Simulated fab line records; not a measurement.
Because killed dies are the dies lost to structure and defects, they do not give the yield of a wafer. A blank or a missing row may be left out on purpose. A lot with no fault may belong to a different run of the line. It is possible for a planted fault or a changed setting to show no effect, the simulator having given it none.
Which of the tools did it? :: flow nand harc :: 12 lots, 36 wafers sampled, at 6 steps of a route of 1302

== WHAT THE GAUGES READ, wafer by wafer ==
NHARC_A_CHANNEL_HOLE_D2_CD_MEAS_18. Usual: cd nm at 99.7 nm, with a standard deviation of 1.6.
lot: L726
measured: day 13 03:20
on: cd sem-03
cd nm (nm): 96.6 98.5 96.4
flag: 

lot: L727
measured: day 13 19:10
on: cd sem-01
cd nm (nm): 98.9 100.4 99.6
flag: 

lot: L729
measured: day 14 07:47
on: cd sem-02
cd nm (nm): 99.5 103.1 100.3
flag: 

lot: L732
measured: day 15 16:32
on: cd sem-02
cd nm (nm): 99.4 100.1 99.7
flag: 

lot: L734
measured: day 16 04:14
on: cd sem-01
cd nm (nm): 99.1 99.8 101.6
flag: 

lot: L736
measured: day 17 07:11
on: cd sem-02
cd nm (nm): 100.4 99.0 98.2
flag: 

lot: L740
measured: day 19 03:08
on: cd sem-03
cd nm (nm): 96.5 95.7 98.8
flag: 

lot: L742
measured: day 19 21:31
on: cd sem-02
cd nm (nm): 101.6 101.2 101.1
flag: 

lot: L744
measured: day 20 23:20
on: cd sem-02
cd nm (nm): 100.5 98.0 99.0
flag: 

lot: L748
measured: day 22 09:32
on: cd sem-01
cd nm (nm): 97.0 96.5 99.5
flag: 

lot: L747
measured: day 22 10:16
on: cd sem-03
cd nm (nm): 99.6 99.4 99.3
flag: 

lot: L749
measured: day 22 17:16
on: cd sem-01
cd nm (nm): 97.9 100.5 100.0
flag: 

NHARC_A_CHANNEL_HOLE_D2_INSPECT_40. Usual: raw defect count at 278, with a standard deviation of 76.
lot: L726
measured: day 13 09:17
on: defect inspect-01
raw defect count: 312 416 291
flag: 

lot: L727
measured: day 14 00:55
on: defect inspect-01
raw defect count: 299 357 293
flag: 

lot: L729
measured: day 14 15:07
on: defect inspect-01
raw defect count: 380 222 317
flag: 

lot: L732
measured: day 15 22:20
on: defect inspect-01
raw defect count: 344 397 387
flag: 

lot: L734
measured: day 16 10:01
on: defect inspect-02
raw defect count: 257 253 235
flag: 

lot: L736
measured: day 17 15:50
on: defect inspect-02
raw defect count: 335 265 216
flag: 

lot: L740
measured: day 19 10:36
on: defect inspect-01
raw defect count: 802 1007 914
flag: OFF

lot: L742
measured: day 20 03:19
on: defect inspect-02
raw defect count: 804 860 790
flag: OFF

lot: L744
measured: day 21 06:13
on: defect inspect-02
raw defect count: 257 216 211
flag: 

lot: L748
measured: day 22 15:39
on: defect inspect-01
raw defect count: 184 260 250
flag: 

lot: L747
measured: day 22 16:15
on: defect inspect-01
raw defect count: 411 273 327
flag: 

lot: L749
measured: day 22 23:02
on: defect inspect-01
raw defect count: 253 169 258
flag: 

NHARC_END_SORT_01. Usual: killed at array 52, standard deviation 17; killed at other 0.8, standard deviation 1.1; killed at periphery 3.2, standard deviation 2.2; killed dies 57, standard deviation 17; killed open 3.4, standard deviation 1.8; killed short 2.4, standard deviation 1.6.
lot: L740
measured: day 30 07:10
on: prober-02
killed at array: 75 82 103
killed at other: 1 0 1
killed at periphery: 3 2 7
killed dies: 79 84 111
killed open: 2 1 5
killed short: 2 3 2
flag: 

lot: L742
measured: day 30 14:56
on: prober-02
killed at array: 105 94 77
killed at other: 0 0 0
killed at periphery: 3 0 3
killed dies: 108 94 80
killed open: 4 3 2
killed short: 3 2 2
flag: 

lot: L744
measured: day 31 22:14
on: prober-02
killed at array: 81 66 83
killed at other: 0 3 0
killed at periphery: 6 5 6
killed dies: 87 74 89
killed open: 2 5 5
killed short: 3 5 1
flag: 

== WHICH TOOL RAN EACH LOT (tool, then ch and the chambers of the sampled wafers, then the start) ==
lot: L726
NHARC_A_CHANNEL_HOLE_D2_ETCH_19: har etch-01 ch 0,1, day 13 03:33
NHARC_A_CHANNEL_HOLE_D2_ETCH_25: har etch-01 ch 0,1, day 13 06:28
NHARC_A_CHANNEL_HOLE_D2_ETCH_27: har etch-01 ch 0,1, day 13 07:32

lot: L727
NHARC_A_CHANNEL_HOLE_D2_ETCH_19: har etch-02 ch 0,1, day 13 19:14
NHARC_A_CHANNEL_HOLE_D2_ETCH_25: har etch-02 ch 0,1, day 13 22:08
NHARC_A_CHANNEL_HOLE_D2_ETCH_27: har etch-02 ch 0,1, day 13 23:12

lot: L729
NHARC_A_CHANNEL_HOLE_D2_ETCH_19: har etch-02 ch 0,1, day 14 07:51
NHARC_A_CHANNEL_HOLE_D2_ETCH_25: har etch-02 ch 0,1, day 14 10:45
NHARC_A_CHANNEL_HOLE_D2_ETCH_27: har etch-02 ch 0,1, day 14 11:50

lot: L732
NHARC_A_CHANNEL_HOLE_D2_ETCH_19: har etch-01 ch 0,1, day 15 16:36
NHARC_A_CHANNEL_HOLE_D2_ETCH_25: har etch-01 ch 0,1, day 15 19:31
NHARC_A_CHANNEL_HOLE_D2_ETCH_27: har etch-01 ch 0,1, day 15 20:36

lot: L734
NHARC_A_CHANNEL_HOLE_D2_ETCH_19: har etch-01 ch 0,1, day 16 04:19
NHARC_A_CHANNEL_HOLE_D2_ETCH_25: har etch-01 ch 0,1, day 16 07:20
NHARC_A_CHANNEL_HOLE_D2_ETCH_27: har etch-01 ch 0,1, day 16 08:18

lot: L736
NHARC_A_CHANNEL_HOLE_D2_ETCH_19: har etch-02 ch 0,1, day 17 10:01
NHARC_A_CHANNEL_HOLE_D2_ETCH_25: har etch-02 ch 0,1, day 17 13:01
NHARC_A_CHANNEL_HOLE_D2_ETCH_27: har etch-02 ch 0,1, day 17 15:50 or earlier

lot: L740
NHARC_A_CHANNEL_HOLE_D2_ETCH_19: har etch-02 ch 0,1, day 19 04:56
NHARC_A_CHANNEL_HOLE_D2_ETCH_25: har etch-02 ch 0,1, day 19 07:57
NHARC_A_CHANNEL_HOLE_D2_ETCH_27: har etch-02 ch 0,1, day 19 08:55

lot: L742
NHARC_A_CHANNEL_HOLE_D2_ETCH_19: har etch-02 ch 1, day 19 21:35
NHARC_A_CHANNEL_HOLE_D2_ETCH_25: har etch-02 ch 1, day 20 00:29
NHARC_A_CHANNEL_HOLE_D2_ETCH_27: har etch-02 ch 1, day 20 01:35

lot: L744
NHARC_A_CHANNEL_HOLE_D2_ETCH_19: har etch-01 ch 0,1, day 21 00:29
NHARC_A_CHANNEL_HOLE_D2_ETCH_25: har etch-01 ch 0,1, day 21 03:32
NHARC_A_CHANNEL_HOLE_D2_ETCH_27: har etch-01 ch 0,1, day 21 04:31

lot: L748
NHARC_A_CHANNEL_HOLE_D2_ETCH_19: har etch-01 ch 0,1, day 22 09:50
NHARC_A_CHANNEL_HOLE_D2_ETCH_25: har etch-01 ch 0,1, day 22 12:59
NHARC_A_CHANNEL_HOLE_D2_ETCH_27: har etch-01 ch 0,1, day 22 13:50

lot: L747
NHARC_A_CHANNEL_HOLE_D2_ETCH_19: har etch-02 ch 1, day 22 10:35
NHARC_A_CHANNEL_HOLE_D2_ETCH_25: har etch-02 ch 1, day 22 13:35
NHARC_A_CHANNEL_HOLE_D2_ETCH_27: har etch-02 ch 1, day 22 14:33

lot: L749
NHARC_A_CHANNEL_HOLE_D2_ETCH_19: har etch-01 ch 0, day 22 17:20
NHARC_A_CHANNEL_HOLE_D2_ETCH_25: har etch-01 ch 0, day 22 20:14
NHARC_A_CHANNEL_HOLE_D2_ETCH_27: har etch-01 ch 0, day 22 21:19
- NHARC_A_CHANNEL_HOLE_D2_ETCH_19: etches the open film in C4F8/O2/Ar, time 34.5 s.
- NHARC_A_CHANNEL_HOLE_D2_ETCH_25: etches the open film in C4F8/O2/Ar, time 1040.2 s, target depth 1500 nm.
- NHARC_A_CHANNEL_HOLE_D2_ETCH_27: etches the open film in C4F8/O2/Ar, time 90 s, target depth 400 nm.

== WHAT THE TOOLS THEMSELVES READ (means of the sampled wafers that have a number; where no wafer has one, the mark that the record gives instead) ==
NHARC_A_CHANNEL_HOLE_D2_ETCH_19. Usual: drypump motor current A 5.8 A, standard deviation 0.31; showerhead plenum p Torr 3.73 Torr, standard deviation 0.12; throttle valve pct 37.036 %, standard deviation 0.0089.
lot: L726
tool: har etch-01
drypump motor current A (A): 5.9
showerhead plenum p Torr (Torr): 3.73
throttle valve pct (%): 37.039
flag: 

lot: L727
tool: har etch-02
drypump motor current A (A): 6.0
showerhead plenum p Torr (Torr): 3.68
throttle valve pct (%): 37.040
flag: 

lot: L729
tool: har etch-02
drypump motor current A (A): 6.0
showerhead plenum p Torr (Torr): 3.67
throttle valve pct (%): 37.036
flag: 

lot: L732
tool: har etch-01
drypump motor current A (A): 5.7
showerhead plenum p Torr (Torr): 3.68
throttle valve pct (%): 37.034
flag: 

lot: L734
tool: har etch-01
drypump motor current A (A): 5.7
showerhead plenum p Torr (Torr): 3.68
throttle valve pct (%): 37.035
flag: 

lot: L736
tool: har etch-02
drypump motor current A (A): 5.8
showerhead plenum p Torr (Torr): 3.91
throttle valve pct (%): 37.034
flag: 

lot: L740
tool: har etch-02
drypump motor current A (A): 5.8
showerhead plenum p Torr (Torr): 3.89
throttle valve pct (%): 37.035
flag: 

lot: L742
tool: har etch-02
drypump motor current A (A): 5.7
showerhead plenum p Torr (Torr): 3.96
throttle valve pct (%): 37.030
flag: 

lot: L744
tool: har etch-01
drypump motor current A (A): 5.9
showerhead plenum p Torr (Torr): 3.66
throttle valve pct (%): 37.037
flag: 

lot: L748
tool: har etch-01
drypump motor current A (A): 5.9
showerhead plenum p Torr (Torr): 3.65
throttle valve pct (%): 37.035
flag: 

lot: L747
tool: har etch-02
drypump motor current A (A): 5.6
showerhead plenum p Torr (Torr): 3.94
throttle valve pct (%): 37.032
flag: 

lot: L749
tool: har etch-01
drypump motor current A (A): 6.1
showerhead plenum p Torr (Torr): 3.67
throttle valve pct (%): 37.029
flag: 

NHARC_A_CHANNEL_HOLE_D2_ETCH_25. Usual: drypump motor current A 5.8 A, standard deviation 0.31; showerhead plenum p Torr 3.68 Torr, standard deviation 0.12; throttle valve pct 32.236 %, standard deviation 0.0092.
lot: L726
tool: har etch-01
drypump motor current A (A): 5.8
showerhead plenum p Torr (Torr): 3.68
throttle valve pct (%): 32.224
flag: 

lot: L727
tool: har etch-02
drypump motor current A (A): 6.0
showerhead plenum p Torr (Torr): 3.63
throttle valve pct (%): 32.236
flag: 

lot: L729
tool: har etch-02
drypump motor current A (A): 6.0
showerhead plenum p Torr (Torr): 3.63
throttle valve pct (%): 32.242
flag: 

lot: L732
tool: har etch-01
drypump motor current A (A): 5.6
showerhead plenum p Torr (Torr): 3.63
throttle valve pct (%): 32.239
flag: 

lot: L734
tool: har etch-01
drypump motor current A (A): 5.7
showerhead plenum p Torr (Torr): 3.63
throttle valve pct (%): 32.226
flag: 

lot: L736
tool: har etch-02
drypump motor current A (A): 5.8
showerhead plenum p Torr (Torr): 3.85
throttle valve pct (%): 32.244
flag: 

lot: L740
tool: har etch-02
drypump motor current A (A): 5.9
showerhead plenum p Torr (Torr): 3.83
throttle valve pct (%): 32.238
flag: 

lot: L742
tool: har etch-02
drypump motor current A (A): 5.7
showerhead plenum p Torr (Torr): 3.90
throttle valve pct (%): 32.242
flag: 

lot: L744
tool: har etch-01
drypump motor current A (A): 5.9
showerhead plenum p Torr (Torr): 3.62
throttle valve pct (%): 32.235
flag: 

lot: L748
tool: har etch-01
drypump motor current A (A): 5.9
showerhead plenum p Torr (Torr): 3.61
throttle valve pct (%): 32.239
flag: 

lot: L747
tool: har etch-02
drypump motor current A (A): 5.7
showerhead plenum p Torr (Torr): 3.88
throttle valve pct (%): 32.231
flag: 

lot: L749
tool: har etch-01
drypump motor current A (A): 6.1
showerhead plenum p Torr (Torr): 3.63
throttle valve pct (%): 32.241
flag: 

NHARC_A_CHANNEL_HOLE_D2_ETCH_27. Usual: drypump motor current A 5.8 A, standard deviation 0.31; showerhead plenum p Torr 3.72 Torr, standard deviation 0.12; throttle valve pct 27.620 %, standard deviation 0.0092.
lot: L726
tool: har etch-01
drypump motor current A (A): 5.9
showerhead plenum p Torr (Torr): 3.72
throttle valve pct (%): 27.616
flag: 

lot: L727
tool: har etch-02
drypump motor current A (A): 6.0
showerhead plenum p Torr (Torr): 3.67
throttle valve pct (%): 27.616
flag: 

lot: L729
tool: har etch-02
drypump motor current A (A): 6.0
showerhead plenum p Torr (Torr): 3.67
throttle valve pct (%): 27.620
flag: 

lot: L732
tool: har etch-01
drypump motor current A (A): 5.6
showerhead plenum p Torr (Torr): 3.68
throttle valve pct (%): 27.618
flag: 

lot: L734
tool: har etch-01
drypump motor current A (A): 5.6
showerhead plenum p Torr (Torr): 3.67
throttle valve pct (%): 27.617
flag: 

lot: L736
tool: har etch-02
drypump motor current A (A): 5.8
showerhead plenum p Torr (Torr): 3.90
throttle valve pct (%): 27.624
flag: 

lot: L740
tool: har etch-02
drypump motor current A (A): 5.8
showerhead plenum p Torr (Torr): 3.88
throttle valve pct (%): 27.613
flag: 

lot: L742
tool: har etch-02
drypump motor current A (A): 5.6
showerhead plenum p Torr (Torr): 3.95
throttle valve pct (%): 27.615
flag: 

lot: L744
tool: har etch-01
drypump motor current A (A): 5.9
showerhead plenum p Torr (Torr): 3.66
throttle valve pct (%): 27.614
flag: 

lot: L748
tool: har etch-01
drypump motor current A (A): 5.8
showerhead plenum p Torr (Torr): 3.65
throttle valve pct (%): 27.622
flag: 

lot: L747
tool: har etch-02
drypump motor current A (A): 5.6
showerhead plenum p Torr (Torr): 3.93
throttle valve pct (%): 27.619
flag: 

lot: L749
tool: har etch-01
drypump motor current A (A): 6.1
showerhead plenum p Torr (Torr): 3.67
throttle valve pct (%): 27.617
flag: 

== THE ANSWER, worked out from the rows above alone ==
Rule: take the mean of a lot's wafers that have a number; if it is more than 3 standard deviations from the usual mean, the lot is off. A lot without any number at a reading at which 4 lots or more have one is off too. All remaining lots with rows at the step are treated as sound. First the gauges in route order, then the tools' own readings, where a lot's mean is used as printed above. The first step at which some lot is off is used, and at that step the reading that is off furthest; a lot without a number counts as furthest.
Off: L740, L742 (NHARC_A_CHANNEL_HOLE_D2_INSPECT_40, raw defect count).
If a tool, at a process step before that reading, ran all the lots that are off and no sound lot after the first of them, it fits. Gauges at NHARC_A_CHANNEL_HOLE_D2_INSPECT_40: tried the same way as those tools. With no start given for some of its lots, NHARC_A_CHANNEL_HOLE_D2_ETCH_27 uses the hours and lot order of NHARC_A_CHANNEL_HOLE_D2_INSPECT_40. None of those tried fits.

== WHAT WAS PUT IN BY THE SIMULATOR ==
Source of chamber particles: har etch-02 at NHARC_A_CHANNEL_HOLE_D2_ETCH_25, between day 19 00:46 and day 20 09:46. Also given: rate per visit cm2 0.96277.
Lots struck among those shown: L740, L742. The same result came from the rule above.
